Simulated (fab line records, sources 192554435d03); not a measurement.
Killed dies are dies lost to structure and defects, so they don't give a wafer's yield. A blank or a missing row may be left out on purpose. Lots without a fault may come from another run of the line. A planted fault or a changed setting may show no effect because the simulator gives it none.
Problem report in the 8D (eight disciplines) form, filled by code | flow n5_finfet | the parts of the form that need people (team, actions taken, sign-off) are left out

1. THE PROBLEM
trench_depth_nm at N5_BEOL_M9_OCD_MEAS_38 reads a mean of 21 nm on 3 wafers of 2 lots; wafers without a fault read 151 nm with a standard deviation of 3.8. That is -34 standard deviations from the usual mean.
First seen on wafer L273.4, day 13 20:52, on ocd-01. The record holds 24 wafers of 8 lots with a number at this step. Rule for "out", or "out of limits": more than 4 standard deviations from the usual mean. The other wafers with a number count as sound.

2. WHAT IT IS AND WHAT IT IS NOT
question                    | is                     | is not
which readings at this step | trench_depth_nm        | -
which lots                  | L273, L274             | L259, L260, L263, L265, L271, L281
which wafers of those lots  | L273.4, L273.5, L274.4 | L273.1, L274.1, L274.6
read on which gauges        | ocd-01                 | ocd-02
when                        | from day 13 20:52      | up to then (16 sound wafers); but 5 sound wafers of L274, L281 came after

3. SUSPECTS, AND WHAT RULES EACH OUT
Counting: a tool at a process step up to the reading stays a suspect if it ran every lot that is out. Sound lots after the first of them don't rule it out here, since some wafers of a struck lot are sound.
- the gauge at N5_BEOL_M9_OCD_MEAS_38: ruled out. All the wafers that are out were read on ocd-01, but those of them that N5_BEOL_M9_VIA_ETCH_34 has rows for are out there too, on other tools.
- pvd_sputter-03 at N5_BEOL_M9_HM_DEP_02 (deposits TiN, target thk 20 nm): kept. It ran every lot that is out, first L273 (day 13 18:59); its last sound lot up to then is L271 (day 13 05:02).
Left after counting: pvd_sputter-03 at N5_BEOL_M9_HM_DEP_02.

4. THE CAUSE (what the simulator had put in)
Process parameter drift: pvd_sputter-03, from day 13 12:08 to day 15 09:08, at N5_BEOL_M9_HM_DEP_02. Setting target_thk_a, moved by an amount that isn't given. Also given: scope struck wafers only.
Counting left only this tool.

5. THE CHAIN OF EFFECTS, in route order
Each row: a reading whose mean over the struck wafers that have a number lies more than 3 standard deviations from the usual. Only readings for which the record gives a usual standard deviation are gone through. hours: the time from each lot's start at the first step in this table that gives one to its start at this step, as a median over the lots. sigmas: the change in usual standard deviations.
hours | step                    | reading              | usual     | on struck wafers | change | sigmas
0     | N5_BEOL_M9_VIA_ETCH_34  | oes_product_au       | 0.80 a.u. | 0.36             | -0.44  | -6.3
0     | N5_BEOL_M9_OCD_MEAS_38  | trench_depth_nm      | 151 nm    | 21               | -130   | -34
59    | N5_PASSIVATION_PROBE_49 | defect_limited_yield | 91.5 %    | 15.4             | -76.1  | -54
59    | N5_PASSIVATION_PROBE_49 | killed_at_M4_up      | 12        | 906              | +894   | +99 or more
59    | N5_PASSIVATION_PROBE_49 | killed_dies          | 100       | 998              | +898   | +53
59    | N5_PASSIVATION_PROBE_49 | killed_on_rim        | 13        | 144              | +131   | +34
59    | N5_PASSIVATION_PROBE_49 | sort_bin_5_function  | 5.0 %     | 80.9             | +75.9  | +80
59    | N5_PASSIVATION_PROBE_49 | sort_n_pass          | 1079      | 182              | -897   | -53
59    | N5_PASSIVATION_PROBE_49 | sort_yield_pct       | 91.4 %    | 15.4             | -76.0  | -51
The process steps in it:
- N5_BEOL_M9_VIA_ETCH_34: etches SiCOH lowk in C4F6/O2, target depth 182.4 nm, time 68.4 s.
- N5_PASSIVATION_PROBE_49
Readings that are blank on the struck wafers while sound wafers have them: M9_THK at N5_BEOL_M9_THK_MEAS_53.

6. WHAT WOULD HAVE CAUGHT IT SOONER
In this record the first reading out of limits at a measuring or inspecting step was taken at day 13 20:52, 9 hours after the fault began at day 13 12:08.
Of the tool readings at N5_BEOL_M9_HM_DEP_02 for which the record gives a usual standard deviation, none was out on any struck wafer, so an alarm limit of 4 standard deviations on them would not have fired.
Of the lots that are out (2), L274 began N5_BEOL_M9_HM_DEP_02 on pvd_sputter-03 after day 13 20:52. A hold on the tool at that time would have spared it.
